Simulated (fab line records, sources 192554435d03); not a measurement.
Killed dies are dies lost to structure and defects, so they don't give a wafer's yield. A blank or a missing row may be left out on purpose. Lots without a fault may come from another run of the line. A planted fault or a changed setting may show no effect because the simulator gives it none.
Chamber matching | flow n5_finfet | N5_MOL_CONTACT_COAG_ALD_131 on ald_sin-01: 4 sister chambers
The step deposits SiO2, target thk 5 nm, pulse time 1 s, co reactant pulse time 1 s. 14 wafers are shown with their chamber, then 7 later ones without.

WAFERS WITH THEIR CHAMBER
wafer  | chamber | heater_power_w (W) | precursor_pulse_height_rel | chamber_pressure_Torr (Torr)
L076.1 | 0       | 84                 | 1.017                      | 1.998
L076.4 | 0       | 83                 | 1.015                      | 1.995
L076.6 | 3       | 82                 | 1.006                      | 2.008
L078.2 | 1       | 82                 | 1.050                      | 2.003
L078.3 | 3       | 83                 | 1.004                      | 1.991
L078.6 | 0       | 85                 | 1.012                      | 1.996
L088.1 | 3       | 87                 | 0.981                      | 2.001
L088.3 | 0       | 86                 | 1.000                      | 1.993
L088.4 | 2       | 67                 | 0.964                      | 2.006
L089.1 | 3       | 84                 | 0.998                      | 2.006
L089.3 | 0       | 84                 | 1.022                      | 2.002
L089.6 | 2       | 68                 | 0.999                      | 2.000
L090.2 | 2       | 69                 | 1.020                      | 1.996
L090.4 | 1       | 83                 | 1.037                      | 1.999

SIGNATURES (means of the wafers above)
reading                    | chamber 0 | chamber 1 | chamber 2 | chamber 3 | scatter within a chamber
heater_power_w             | 84.40     | 82.50     | 68.00     | 84.00     | 1.47
precursor_pulse_height_rel | 1.01320   | 1.04350   | 0.99433   | 0.99725   | 0.0153
chamber_pressure_Torr      | 1.99680   | 2.00100   | 2.00067   | 2.00150   | 0.00528
Rule: a wafer's distance from a chamber is the root of the sum, over the readings, of the square of ((its reading less the chamber's mean) divided by the reading's scatter). The wafer belongs to the nearest chamber; if the next one is less than 2 further off, it can't be placed. The scatter: the root of (the sum of the squares of (reading less its chamber's mean) over the shown wafers, divided by (wafers less chambers)).

WAFERS WITHOUT THEIR CHAMBER
wafer  | heater_power_w (W) | precursor_pulse_height_rel | chamber_pressure_Torr (Torr)
L090.5 | 86                 | 1.013                      | 1.998
L091.1 | 83                 | 1.029                      | 1.995
L091.4 | 84                 | 1.000                      | 1.994
L091.6 | 67                 | 0.975                      | 1.999
L092.1 | 67                 | 1.003                      | 2.005
L092.4 | 84                 | 1.055                      | 1.995
L092.5 | 83                 | 0.992                      | 1.997

WHICH CHAMBER EACH WENT THROUGH
wafer  | from the rows above          | in truth
L090.5 | can't be placed: 0 or 3      | 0
L091.1 | can't be placed: 0 or 1 or 3 | 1
L091.4 | can't be placed: 0 or 3      | 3
L091.6 | 2                            | 2
L092.1 | 2                            | 2
L092.4 | can't be placed: 1 or 0      | 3
L092.5 | can't be placed: 3 or 0      | 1
Placed correctly: 2 of 7. Can't be placed from these rows: 5 (the true chamber is among the candidates in 3). Placed wrongly: 0.
